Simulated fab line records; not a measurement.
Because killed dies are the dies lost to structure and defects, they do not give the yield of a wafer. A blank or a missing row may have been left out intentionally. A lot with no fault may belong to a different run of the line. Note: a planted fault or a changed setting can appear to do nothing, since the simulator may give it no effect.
Which tool did it?	flow n5 finfet	36 wafers from 12 lots sampled at 5 of the route's 1938 steps

WHAT THE GAUGES SHOWED, per wafer
N5_MOL_CONTACT_COAG_CD_MEAS_137: target cd 16 nm.
lot	measured	on	cd nm (nm)
L075	day 5 09:40	cd sem-02	15.2 15.7 15.6
L077	day 5 22:51	cd sem-02	15.4 16.0 15.8
L079	day 6 17:40	cd sem-03	15.8 15.3 16.0
L081	day 6 23:20	cd sem-02	15.5 15.5 16.0
L083	day 7 13:26	cd sem-01	16.3 15.7 15.7
L086	day 8 08:05	cd sem-02	15.4 16.1 15.9
L087	day 8 09:32	cd sem-01	16.0 15.9 15.6
L089	day 9 00:45	cd sem-02	15.8 15.1 16.0
L090	day 9 12:47	cd sem-01	16.0 16.2 16.5
L093	day 9 20:28	cd sem-03	15.9 16.3 16.1
L095	day 10 08:04	cd sem-01	15.9 15.8 15.7
L097	day 10 21:35	cd sem-02	15.7 16.1 16.0

EACH LOT AND THE TOOL THAT RAN IT (in order: tool; ch and the chambers of the sampled wafers; start)
lot	N5_GATE_CUT_ETCH_37	N5_GATE_CUT_STRIP_42	N5_GATE_CUT_ETCH_47	N5_MOL_CONTACT_COAG_SIL_ANNEAL_21
L075	rie diel-05 ch 0,1,3, day 4 18:04	rie diel-05 ch 0,1,3, day 4 18:13	rie metal-02 ch 0,1, day 4 18:31	rtp anneal-01 ch 0, day 5 01:12
L077	rie diel-05 ch 1,2,3, day 5 08:51	rie diel-05 ch 1,2,3, day 5 09:01	rie metal-01 ch 0,1, day 5 09:19	rtp anneal-01 ch 0, day 5 14:33
L079	rie diel-02 ch 0,2,3, day 6 02:28	rie diel-02 ch 0,2,3, day 6 02:37	rie metal-03 ch 0,1, day 6 02:55	rtp anneal-02 ch 0, day 6 07:52
L081	rie diel-05 ch 2,3, day 6 10:03	rie diel-05 ch 2,3, day 6 10:13	rie metal-02 ch 0,1, day 6 10:31	rtp anneal-01 ch 0, day 6 15:23
L083	rie diel-05 ch 0,1, day 6 20:44	rie diel-05 ch 0,1, day 6 20:53	rie metal-02 ch 0,1, day 6 21:11	rtp anneal-02 ch 0, day 7 03:05
L086	rie diel-02 ch 1,2, day 7 16:28	rie diel-02 ch 1,2, day 7 16:38	rie metal-02 ch 0,1, day 7 16:56	rtp anneal-02 ch 0, day 7 23:30
L087	rie diel-02 ch 0,2,3, day 7 19:04	rie diel-02 ch 0,2,3, day 7 19:14	rie metal-03 ch 0,1, day 7 19:32	rtp anneal-01 ch 0, day 8 00:30
L089	rie diel-02 ch 0,1,3, day 8 08:37	rie diel-02 ch 0,1,3, day 8 08:47	rie metal-03 ch 0,1, day 8 09:05	rtp anneal-01 ch 0, day 8 15:04
L090	rie diel-03 ch 0,2,3, day 8 19:46	rie diel-03 ch 0,2,3, day 8 19:55	rie metal-01 ch 0,1, day 8 20:13	rtp anneal-01 ch 0, day 9 01:08
L093	rie diel-03 ch 0,1,3, day 9 06:43	rie diel-03 ch 0,1,3, day 9 06:53	rie metal-01 ch 0,1, day 9 07:11	rtp anneal-01 ch 0, day 9 11:59
L095	rie diel-02 ch 0,1, day 9 17:19	rie diel-02 ch 0,1, day 9 17:29	rie metal-01 ch 0, day 9 17:47	rtp anneal-01 ch 0, day 9 22:40
L097	rie diel-02 ch 0,1, day 10 06:22	rie diel-02 ch 0,1, day 10 06:32	rie metal-03 ch 0,1, day 10 06:50	rtp anneal-02 ch 0, day 10 11:59
- N5_GATE_CUT_ETCH_37: etches SOC in N2/H2, target depth 60 nm, overetch 12 nm, time 90 s.
- N5_GATE_CUT_STRIP_42: strips in O2.
- N5_GATE_CUT_ETCH_47: etches SiO2 in Cl2/BCl3, target depth 10 nm.
- N5_MOL_CONTACT_COAG_SIL_ANNEAL_21: time 60 s.

THE ANSWER, worked out from the rows above alone
Rule: the usual values come from the lots themselves. Put in order of their means at a reading, lots are off if they are a third of the lots or fewer, leave a main group of 4 or more, and stand apart from it by a gap of 3 or more times the standard deviation of the main group's means; of several such gaps the widest counts. A main group is skipped when, at the precision printed for the reading in the tables above, its means are all equal. A lot without any number at a reading at which 4 lots or more have one is off too. All remaining lots with rows at the step are treated as sound.
None of the lots is off at any reading shown; this tells nothing.

WHAT THE SIMULATOR HAD PUT IN
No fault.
